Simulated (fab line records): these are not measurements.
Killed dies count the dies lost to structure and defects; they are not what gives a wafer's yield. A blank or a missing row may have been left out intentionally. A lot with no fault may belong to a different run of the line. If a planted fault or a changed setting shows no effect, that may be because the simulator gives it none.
Tool commonality check || flow n5-finfet || Sample size 8 lots and 24 wafers

THE REASON FOR OPENING IT
At N5_MOL_CONTACT_COAG_THK_MEAS_29 the reading MD_CAP_THK is flagged on 3 of 8 lots. Wafers without a fault read 17.93 nm, standard deviation 0.077.
Rule: a lot is flagged in two cases, either no wafer of it has a number, or all its wafers with numbers fall more than 4 standard deviations from that mean. All remaining lots are regarded as sound.

{"lot": "L317", "measured": "day 7 06:20", "on": "film-metro-02", "MD_CAP_THK (nm), wafer by wafer": "17.80 17.87 17.91", "flag": ""}
{"lot": "L324", "measured": "day 8 17:01", "on": "film-metro-01", "MD_CAP_THK (nm), wafer by wafer": "20.01 19.99 20.00", "flag": "FLAGGED"}
{"lot": "L325", "measured": "day 8 22:07", "on": "film-metro-01", "MD_CAP_THK (nm), wafer by wafer": "20.06 20.08 19.96", "flag": "FLAGGED"}
{"lot": "L326", "measured": "day 8 23:37", "on": "film-metro-02", "MD_CAP_THK (nm), wafer by wafer": "19.96 19.90 19.95", "flag": "FLAGGED"}
{"lot": "L328", "measured": "day 9 12:19", "on": "film-metro-01", "MD_CAP_THK (nm), wafer by wafer": "17.76 17.88 17.76", "flag": ""}
{"lot": "L330", "measured": "day 10 05:59", "on": "film-metro-01", "MD_CAP_THK (nm), wafer by wafer": "17.91 18.05 17.95", "flag": ""}
{"lot": "L332", "measured": "day 10 14:17", "on": "film-metro-02", "MD_CAP_THK (nm), wafer by wafer": "18.00 17.97 17.98", "flag": ""}
{"lot": "L333", "measured": "day 10 17:47", "on": "film-metro-02", "MD_CAP_THK (nm), wafer by wafer": "18.06 17.86 17.95", "flag": ""}
The mean of the flagged lots' numbers is 19.99 nm, +2.06 nm from the usual (+27 standard deviations).

LOT BY LOT: THE TOOL USED
Before the reading, the record contains 3 process steps out of a 1938-step route. Read each cell as the tool, then ch plus the chambers that the sampled wafers visited, then the start.
{"lot": "L317", "flag": "", "N5_MOL_CONTACT_COAG_CO_FILL_22": "cvd-co-01 ch 0,1,2, day 6 22:22", "N5_MOL_CONTACT_COAG_SPUTTER_130": "pvd-sputter-03, day 7 03:23", "N5_MOL_CONTACT_COAG_CMP_23": "cmp-02 ch 0,2,3, day 7 03:41"}
{"lot": "L324", "flag": "FLAGGED", "N5_MOL_CONTACT_COAG_CO_FILL_22": "cvd-co-01 ch 1,2, day 8 10:24", "N5_MOL_CONTACT_COAG_SPUTTER_130": "pvd-sputter-03, day 8 14:06", "N5_MOL_CONTACT_COAG_CMP_23": "cmp-02 ch 0,1, day 8 14:20"}
{"lot": "L325", "flag": "FLAGGED", "N5_MOL_CONTACT_COAG_CO_FILL_22": "cvd-co-02 ch 1,2, day 8 15:55", "N5_MOL_CONTACT_COAG_SPUTTER_130": "pvd-sputter-03, day 8 19:14", "N5_MOL_CONTACT_COAG_CMP_23": "cmp-02 ch 0,1,3, day 8 19:30"}
{"lot": "L326", "flag": "FLAGGED", "N5_MOL_CONTACT_COAG_CO_FILL_22": "cvd-co-01 ch 0,1,2, day 8 16:37", "N5_MOL_CONTACT_COAG_SPUTTER_130": "pvd-sputter-03, day 8 19:35", "N5_MOL_CONTACT_COAG_CMP_23": "cmp-02 ch 0,1,3, day 8 19:53"}
{"lot": "L328", "flag": "", "N5_MOL_CONTACT_COAG_CO_FILL_22": "cvd-co-02 ch 0,1, day 9 05:40", "N5_MOL_CONTACT_COAG_SPUTTER_130": "pvd-sputter-01, day 9 09:25", "N5_MOL_CONTACT_COAG_CMP_23": "cmp-02 ch 0,1,3, day 9 09:36"}
{"lot": "L330", "flag": "", "N5_MOL_CONTACT_COAG_CO_FILL_22": "cvd-co-02 ch 1,2, day 9 23:32", "N5_MOL_CONTACT_COAG_SPUTTER_130": "pvd-sputter-03, day 10 02:18", "N5_MOL_CONTACT_COAG_CMP_23": "cmp-03 ch 0,2,3, day 10 02:31"}
{"lot": "L332", "flag": "", "N5_MOL_CONTACT_COAG_CO_FILL_22": "cvd-co-02 ch 0,1,2, day 10 08:46", "N5_MOL_CONTACT_COAG_SPUTTER_130": "pvd-sputter-01, day 10 11:26", "N5_MOL_CONTACT_COAG_CMP_23": "cmp-02 ch 0,2,3, day 10 11:37"}
{"lot": "L333", "flag": "", "N5_MOL_CONTACT_COAG_CO_FILL_22": "cvd-co-01 ch 1,2, day 10 11:48", "N5_MOL_CONTACT_COAG_SPUTTER_130": "pvd-sputter-03, day 10 14:55", "N5_MOL_CONTACT_COAG_CMP_23": "cmp-02 ch 0,1,3, day 10 15:06"}
What is done by these steps:
- N5_MOL_CONTACT_COAG_CO_FILL_22: material Co, precursor CCTBA/H2, target thk 20 nm.
- N5_MOL_CONTACT_COAG_SPUTTER_130: material Co, target thk 47.5 nm.
- N5_MOL_CONTACT_COAG_CMP_23: polishes, stops on SiO2, t overpolish 1.5 s, target thk 0 nm.
- N5_MOL_CONTACT_COAG_THK_MEAS_29

FLAGGED AGAINST TOTAL, ONE TOOL AT A TIME (gauges that did the reading follow at the end)
{"step": "N5_MOL_CONTACT_COAG_CO_FILL_22", "tool": "cvd-co-01", "lots run": 4, "flagged": 2, "share of the flagged lots": "some", "sound lots run after its first flagged lot": "1 (L333)"}
{"step": "N5_MOL_CONTACT_COAG_CO_FILL_22", "tool": "cvd-co-02", "lots run": 4, "flagged": 1, "share of the flagged lots": "some", "sound lots run after its first flagged lot": "3 (L328,L330,L332)"}
{"step": "N5_MOL_CONTACT_COAG_SPUTTER_130", "tool": "pvd-sputter-01", "lots run": 2, "flagged": 0, "share of the flagged lots": "none", "sound lots run after its first flagged lot": "-"}
{"step": "N5_MOL_CONTACT_COAG_SPUTTER_130", "tool": "pvd-sputter-03", "lots run": 6, "flagged": 3, "share of the flagged lots": "all", "sound lots run after its first flagged lot": "2 (L330,L333)"}
{"step": "N5_MOL_CONTACT_COAG_CMP_23", "tool": "cmp-02", "lots run": 7, "flagged": 3, "share of the flagged lots": "all", "sound lots run after its first flagged lot": "3 (L328,L332,L333)"}
{"step": "N5_MOL_CONTACT_COAG_CMP_23", "tool": "cmp-03", "lots run": 1, "flagged": 0, "share of the flagged lots": "none", "sound lots run after its first flagged lot": "-"}
{"step": "N5_MOL_CONTACT_COAG_THK_MEAS_29", "tool": "film-metro-01", "lots run": 4, "flagged": 2, "share of the flagged lots": "some", "sound lots run after its first flagged lot": "2 (L328,L330)"}
{"step": "N5_MOL_CONTACT_COAG_THK_MEAS_29", "tool": "film-metro-02", "lots run": 4, "flagged": 1, "share of the flagged lots": "some", "sound lots run after its first flagged lot": "2 (L332,L333)"}

WHAT THE TABLE PERMITS
Rows of the table that ran all the flagged lots, 2 in number: pvd-sputter-03 at N5_MOL_CONTACT_COAG_SPUTTER_130; cmp-02 at N5_MOL_CONTACT_COAG_CMP_23.
- pvd-sputter-03 at N5_MOL_CONTACT_COAG_SPUTTER_130: 3 of its 6 lots flagged. Sound lots ran on it after the first flagged one (L330, L333), which a lasting fault on the whole tool wouldn't allow.
- cmp-02 at N5_MOL_CONTACT_COAG_CMP_23: 3 of its 7 lots flagged. Sound lots ran on it after the first flagged one (L328, L332, L333), which a lasting fault on the whole tool wouldn't allow. On the flagged lots its readings are blank where sound lots have values: edge-zone-pressure-frac, head-pressure-psi, motor-current-A, overpolish-run-s and 2 more.
There is no row in the table that ran each flagged lot and no sound lot after the first.

WHAT THE SIMULATOR HAD PUT IN
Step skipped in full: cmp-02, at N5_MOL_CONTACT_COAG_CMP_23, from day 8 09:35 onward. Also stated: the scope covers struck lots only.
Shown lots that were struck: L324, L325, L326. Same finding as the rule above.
